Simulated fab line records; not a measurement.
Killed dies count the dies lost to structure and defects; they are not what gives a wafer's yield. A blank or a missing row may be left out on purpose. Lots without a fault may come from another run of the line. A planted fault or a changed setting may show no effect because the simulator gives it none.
fab line records | flow nandHarc | part 2 of 2: steps 24 to 29 of 29
[record] lots = 5 | wafers = 15 | lastDay = 33
route steps=1302 shown A_WL_FILL@974 A_CONTACT@983
lots untouched by any fault: they come from a run of this same line in which no faults occurred
startH: start of the lot's first displayed wafer, in hours after the record's first day | waitH: how many hours have passed since the lot's step before this one | " identical to the entry in the row above | L1.1+2: a single row standing in for several wafers | - no value present, or no start provided | * or withheld: withheld | < > ~ a bound
route shown NAME@n: NAME is a module with steps in the file, n the number in the route of the first one | usual: the fault-free wafers' mean and standard deviation | same: alike in all rows | chamber/n: place in a boat | sites: per-site readings | _std_site: the standard deviation of these | _edge_site: mean of outer sites minus mean of inner sites | radiusMm: for every site, how far away it sits from the centre of the wafer | mask NAME#n: copy n | behind: tool/chamber where the wafer was last shaped | hold: why the lot was held/for how many hours/how that ended | device: whichever transistor did not switch (one of n, p or np) | end of line: the same wafers' tests at the end of the route | a step with no rows: only its recipe | killed: at the first sort, the dies lost to defects and structure; wafer yield is something else | map: dies across one wafer; x = killed, . = not, _ = none there
set.NAME: the setting as run; set.NAME@STEP: as run at that earlier step | model.NAME: the simulator's own value behind a step, which no gauge read
a table for each step, a row for each wafer; lots at some steps of the route
services: a tool's chamber out of use, with start hour (startH, from the record's first day; less than 0 if before it), hours out, and reason
[[steps]]
[step NHARC_A_CONTACT_ETCH_48]
[recipe] targetDepthA = 390 | overEtchFrac = 0.3 | timeS = 65 | ionEnergyEv = 80 | cf4FlowSccm = 150 | arFlowSccm = 0 | rfW = 300 | biasW = 100 | chemistry = CF4
[usual] drypumpMotorCurrentA = 5.8/0.35 | oesProductAu = 0.996/0.011 | rfFwdPowerW = 297.0/1 | rfVppV = 150.8/1.3 | showerheadPlenumPTorr = 1.73/0.09 | throttleValvePct = 13.284/0.0093
lot.wafer | tool       | chamber | startH | waitH | drypumpMotorCurrentA | oesProductAu | rfFwdPowerW | rfHoursCounterH | rfVppV | showerheadPlenumPTorr | throttleValvePct
L074.2    | rieDiel-01 | 2       | 504.86 | 0.1   | 5.7                  | 0.996        | 297.8       | 41              | 151.9  | 1.69                  | 13.286
L074.3    | "          | 3       | "      | "     | 5.2                  | 1.006        | 297.6       | 36              | 150.0  | 1.67                  | 13.277
L074.5    | "          | 3       | "      | "     | 5.2                  | 1.015        | 296.9       | -               | 149.6  | 1.67                  | 13.299
L086.2    | rieDiel-02 | 1       | 612.99 | 0.1   | 5.7                  | 0.989        | 297.3       | 5               | 150.2  | 1.66                  | 13.274
L086.1    | "          | 2       | "      | "     | 5.8                  | 1.002        | 296.0       | 5               | 149.9  | 1.65                  | 13.265
L086.5    | "          | 1       | "      | "     | 5.7                  | 0.989        | 298.5       | -               | 149.8  | 1.66                  | 13.295
L088.2    | rieDiel-01 | 3       | 628.79 | 0.1   | 5.2                  | 1.010        | 299.1       | 23              | 148.8  | 1.66                  | 13.289
L088.6    | "          | 1       | "      | "     | 6.4                  | 0.995        | 296.7       | -               | 151.2  | 1.79                  | 13.288
L088.5    | "          | 2       | "      | "     | 5.7                  | 1.016        | 296.1       | -               | 149.8  | 1.68                  | 13.290
L090.2    | rieDiel-02 | 0       | 644.92 | 0.1   | 6.0                  | 0.988        | 297.2       | 11              | 151.6  | 1.86                  | 13.281
L090.6    | "          | 0       | "      | "     | 6.0                  | 0.999        | 296.9       | -               | 152.6  | 1.86                  | 13.284
L090.5    | "          | 1       | "      | "     | 5.7                  | 1.005        | 296.9       | -               | 149.8  | 1.66                  | 13.295
L096.1    | rieDiel-02 | 0       | 701.93 | 0.1   | 6.0                  | 0.999        | 296.8       | 20              | 151.7  | 1.86                  | 13.280
L096.6    | "          | 3       | "      | "     | 5.8                  | 0.976        | 295.9       | -               | 150.2  | 1.66                  | 13.278
L096.5    | "          | 0       | "      | "     | 6.0                  | 0.989        | 297.3       | -               | 149.9  | 1.86                  | 13.276
[step NHARC_A_CONTACT_ETCH_49]
[recipe] targetDepthA = 2600 | overEtchFrac = 0.3 | timeS = 475.3 | ionEnergyEv = 200 | n2FlowSccm = 150 | h2FlowSccm = 150 | arFlowSccm = 0 | rfW = 400 | biasW = 150 | chemistry = N2/H2
[usual] drypumpMotorCurrentA = 5.8/0.37 | oesProductAu = 0.997/0.012 | rfFwdPowerW = 399.6/1.1 | rfVppV = 429/3.2 | showerheadPlenumPTorr = 1.99/0.11 | throttleValvePct = 14.172/0.0087
lot.wafer | tool       | chamber | startH | waitH | drypumpMotorCurrentA | oesProductAu | rfFwdPowerW | rfHoursCounterH | rfVppV | showerheadPlenumPTorr | throttleValvePct
L074.2    | rieDiel-01 | 0       | -      | -     | 5.1                  | 0.986        | 400.0       | 38              | 430    | 2.00                  | 14.187
L074.3    | "          | 3       | "      | "     | 5.2                  | 1.011        | 400.4       | 36              | 427    | 1.91                  | 14.165
L074.5    | "          | 1       | "      | "     | 6.4                  | 0.976        | 399.2       | -               | 431    | 2.09                  | 14.176
L086.1    | rieDiel-02 | 2       | -      | -     | 5.8                  | 1.013        | 400.0       | 5               | 426    | 1.88                  | 14.193
L086.2    | "          | 0       | "      | "     | 6.0                  | 1.006        | 399.4       | 4               | 433    | 2.16                  | 14.169
L086.5    | "          | 0       | "      | "     | 6.0                  | 1.014        | 397.6       | -               | 434    | 2.16                  | 14.155
L088.2    | rieDiel-01 | 1       | -      | -     | 6.4                  | 0.983        | 399.6       | 24              | 431    | 2.07                  | 14.198
L088.6    | "          | 0       | "      | "     | 5.0                  | 1.000        | 398.6       | -               | 429    | 1.99                  | 14.165
L088.5    | "          | 1       | "      | "     | 6.4                  | 0.984        | 400.0       | -               | 431    | 2.07                  | 14.181
L090.2    | rieDiel-02 | 3       | -      | -     | 5.9                  | 0.987        | 398.8       | 9               | 427    | 1.90                  | 14.172
L090.6    | "          | 2       | "      | "     | 5.8                  | 1.002        | 400.1       | -               | 425    | 1.88                  | 14.171
L090.5    | "          | 3       | "      | "     | 5.9                  | 0.983        | 400.2       | -               | 426    | 1.90                  | 14.159
L096.1    | rieDiel-02 | 2       | -      | -     | 5.8                  | 1.006        | 398.2       | 21              | 426    | 1.88                  | 14.185
L096.5    | "          | 1       | "      | "     | 5.7                  | 1.009        | 398.8       | -               | 427    | 1.89                  | 14.158
L096.6    | "          | 2       | "      | "     | 5.8                  | 1.008        | 400.4       | -               | 427    | 1.88                  | 14.167
[step NHARC_A_CONTACT_ETCH_50]
[recipe] targetDepthA = 1210 | timeS = 60.5 | cf4FlowSccm = 100 | chf3FlowSccm = 30 | arFlowSccm = 0 | rfW = 500 | biasW = 200 | chemistry = CF4/CHF3
[usual] drypumpMotorCurrentA = 5.8/0.35 | oesProductAu = 0.943/0.024 | rfFwdPowerW = 494.9/1.7 | rfVppV = 369.3/2.9 | showerheadPlenumPTorr = 1.54/0.081 | throttleValvePct = 16.802/0.0092
lot.wafer | tool       | chamber | startH | waitH | drypumpMotorCurrentA | oesProductAu | rfFwdPowerW | rfHoursCounterH | rfVppV | showerheadPlenumPTorr | throttleValvePct
L074.3    | rieDiel-01 | 0       | -      | -     | 5.1                  | 0.912        | 495.8       | 38              | 370.0  | 1.55                  | 16.787
L074.2    | "          | 1       | "      | "     | 6.4                  | 0.896        | 493.9       | 43              | 373.3  | 1.61                  | 16.811
L074.5    | "          | 2       | "      | "     | 5.7                  | 0.912        | 492.5       | -               | 368.1  | 1.51                  | 16.802
L086.1    | rieDiel-02 | 0       | -      | -     | 6.0                  | 0.967        | 495.6       | 4               | 372.7  | 1.66                  | 16.803
L086.2    | "          | 2       | "      | "     | 5.8                  | 0.971        | 498.4       | 5               | 366.3  | 1.46                  | 16.791
L086.5    | "          | 1       | "      | "     | 5.7                  | 0.945        | 497.4       | -               | 367.5  | 1.47                  | 16.797
L088.2    | rieDiel-01 | 0       | -      | -     | 5.0                  | 0.926        | 498.7       | 26              | 369.9  | 1.54                  | 16.803
L088.6    | "          | 2       | "      | "     | 5.7                  | 0.923        | 492.6       | -               | 368.1  | 1.50                  | 16.794
L088.5    | "          | 3       | "      | "     | 5.2                  | 0.928        | 493.8       | -               | 368.1  | 1.48                  | 16.806
L090.2    | rieDiel-02 | 1       | -      | -     | 5.7                  | 0.963        | 495.3       | 12              | 367.1  | 1.47                  | 16.809
L090.5    | "          | 2       | "      | "     | 5.8                  | 0.978        | 496.7       | -               | 366.7  | 1.46                  | 16.811
L090.6    | "          | 3       | "      | "     | 5.8                  | 0.949        | 495.5       | -               | 368.0  | 1.48                  | 16.817
L096.1    | rieDiel-02 | 3       | -      | -     | 5.8                  | 0.906        | 497.3       | 19              | 367.5  | 1.47                  | 16.803
L096.6    | "          | 3       | "      | "     | 5.9                  | 0.908        | 496.2       | -               | 366.3  | 1.47                  | 16.796
L096.5    | "          | 0       | "      | "     | 6.0                  | 0.929        | 495.2       | -               | 372.8  | 1.65                  | 16.817
[step NHARC_A_CONTACT_ETCH_51]
[recipe] targetDepthA = 70000 | overEtchFrac = 0.3 | timeS = 1820 | ionEnergyEv = 150 | o2FlowSccm = 400 | cosFlowSccm = 20 | arFlowSccm = 0 | rfW = 500 | biasW = 300 | chemistry = O2/COS
[usual] drypumpMotorCurrentA = 5.8/0.37 | o2FlowSccm = 400.1/1.2 | oesProductAu = 0.996/0.012 | rfFwdPowerW = 499.9/1.4 | rfVppV = 313.1/2.5 | showerheadPlenumPTorr = 3.05/0.16 | throttleValvePct = 28.330/0.0082
lot.wafer | tool       | chamber | startH | waitH | drypumpMotorCurrentA | o2FlowSccm | oesProductAu | rfFwdPowerW | rfHoursCounterH | rfVppV | showerheadPlenumPTorr | throttleValvePct
L074.2    | rieDiel-01 | 1       | -      | -     | 6.4                  | 399.9      | 0.977        | 499.2       | 44              | 315.4  | 3.19                  | 28.329
L074.3    | "          | 2       | "      | "     | 5.7                  | 400.5      | 0.997        | 498.1       | 41              | 312.4  | 2.99                  | 28.323
L074.5    | "          | 2       | "      | "     | 5.7                  | 399.3      | 0.993        | 499.8       | -               | 311.8  | 2.99                  | 28.328
L086.2    | rieDiel-02 | 2       | -      | -     | 5.8                  | 400.1      | 1.016        | 501.0       | 5               | 311.8  | 2.90                  | 28.327
L086.1    | "          | 1       | "      | "     | 5.7                  | 399.9      | 1.000        | 499.6       | 5               | 311.1  | 2.93                  | 28.333
L086.5    | "          | 2       | "      | "     | 5.8                  | 403.0      | 0.998        | 498.6       | -               | 311.7  | 2.90                  | 28.330
L088.2    | rieDiel-01 | 2       | -      | -     | 5.7                  | 400.2      | 1.010        | 500.4       | 15              | 312.0  | 2.97                  | 28.338
L088.6    | "          | 1       | "      | "     | 6.4                  | 401.5      | 0.974        | 502.4       | -               | 314.2  | 3.17                  | 28.334
L088.5    | "          | 2       | "      | "     | 5.7                  | 399.3      | 1.005        | 500.6       | -               | 312.6  | 2.97                  | 28.339
L090.2    | rieDiel-02 | 2       | -      | -     | 5.8                  | 402.7      | 0.995        | 499.5       | 12              | 311.2  | 2.90                  | 28.336
L090.6    | "          | 3       | "      | "     | 5.9                  | 399.1      | 0.980        | 499.5       | -               | 310.4  | 2.93                  | 28.339
L090.5    | "          | 0       | "      | "     | 6.0                  | 397.9      | 1.002        | 498.8       | -               | 317.3  | 3.29                  | 28.316
L096.1    | rieDiel-02 | 1       | -      | -     | 5.7                  | 402.4      | 1.006        | 500.0       | 22              | 312.5  | 2.92                  | 28.331
L096.6    | "          | 2       | "      | "     | 5.8                  | 401.0      | 1.005        | 498.5       | -               | 311.1  | 2.89                  | 28.335
L096.5    | "          | 3       | "      | "     | 5.8                  | 401.6      | 0.990        | 501.5       | -               | 310.3  | 2.92                  | 28.335
[step NHARC_A_CONTACT_ETCH_111]
[recipe] sourceW = withheld | pressureMtorr = 20 | biasV = withheld | timeS = 140 | targetDepthA = 7000 | arFlowSccm = withheld | c4f8FlowSccm = withheld | o2FlowSccm = withheld | chemistry = C4F8/O2/Ar
lot.wafer | tool          | chamber | startH | waitH | rfHoursCounterH
L074.2    | harCapEtch-02 | 0       | 506.61 | -     | 83
L074.3    | "             | 0       | "      | "     | -
L074.5    | "             | 1       | "      | "     | -
L086.2    | harCapEtch-03 | 0       | 615.06 | -     | 61
L086.1    | "             | 1       | "      | "     | 61
L086.5    | "             | 0       | "      | "     | -
L088.2    | harCapEtch-03 | 1       | 630.54 | -     | 63
L088.6    | "             | 1       | "      | "     | -
L088.5    | "             | 0       | "      | "     | -
L090.2    | harCapEtch-01 | 0       | 646.66 | -     | 26
L090.5    | "             | 0       | "      | "     | -
L090.6    | "             | 1       | "      | "     | -
L096.1    | harCapEtch-01 | 1       | 704.24 | -     | 36
L096.6    | "             | 1       | "      | "     | -
L096.5    | "             | 0       | "      | "     | -
[step NHARC_A_CONTACT_ETCH_112]
[recipe] sourceW = withheld | pressureMtorr = 20 | biasV = 3000 | timeS = 190 | targetDepthA = 18500 | arFlowSccm = withheld | c4f8FlowSccm = withheld | o2FlowSccm = withheld | chemistry = C4F8/O2/Ar
lot.wafer | tool          | chamber | startH | waitH | rfHoursCounterH
L074.2    | harCapEtch-02 | 0       | 506.80 | 0.2   | 83
L074.3    | "             | 0       | "      | "     | -
L074.5    | "             | 1       | "      | "     | -
L086.2    | harCapEtch-03 | 0       | 615.26 | 0.2   | 61
L086.1    | "             | 1       | "      | "     | 61
L086.5    | "             | 0       | "      | "     | -
L088.2    | harCapEtch-03 | 1       | 630.75 | 0.2   | 63
L088.6    | "             | 1       | "      | "     | -
L088.5    | "             | 0       | "      | "     | -
L090.2    | harCapEtch-01 | 0       | 646.86 | 0.2   | 26
L090.5    | "             | 0       | "      | "     | -
L090.6    | "             | 1       | "      | "     | -
L096.1    | harCapEtch-01 | 1       | 704.44 | 0.2   | 36
L096.6    | "             | 1       | "      | "     | -
L096.5    | "             | 0       | "      | "     | -
[[services]]
tool           | chamber | startH | hours | kind
pecvd-03       | 1       | 472.82 | 5.9   | repair
rieDiel-02     | 1       | 490.68 | 29.6  | repair
arfiScanner-02 | -       | 494.82 | 4.0   | pm
pecvd-04       | -       | 495.41 | 0.8   | repair
harCapEtch-01  | -       | 497.00 | 17.0  | pm
lithoTrack-01  | -       | 505.00 | 7.0   | pm
pecvd-03       | 2       | 520.21 | 4.9   | repair
rieDiel-02     | 3       | 533.19 | 15.8  | repair
wetBench-03    | -       | 533.92 | 6.1   | repair
wetBench-01    | -       | 546.24 | 2.4   | repair
pecvd-03       | -       | 547.13 | 13.0  | pm
lithoTrack-04  | -       | 553.00 | 7.0   | pm
aclDep-01      | -       | 554.86 | 13.0  | pm
rieDiel-01     | -       | 558.16 | 9.0   | pm
wetBench-03    | -       | 562.42 | 8.0   | pm
arfiScanner-02 | -       | 563.63 | 0.3   | repair
rieDiel-02     | -       | 571.27 | 9.0   | pm
rieDiel-02     | 3       | 610.42 | 14.1  | repair
pecvd-03       | 0       | 613.93 | 14.7  | repair
wetBench-01    | -       | 629.60 | 8.0   | pm
cvdW-02        | -       | 631.37 | 13.0  | pm
rieDiel-01     | 1       | 638.37 | 6.7   | repair
lithoTrack-01  | -       | 680.00 | 7.0   | pm
cvdW-02        | 0       | 688.02 | 8.1   | repair
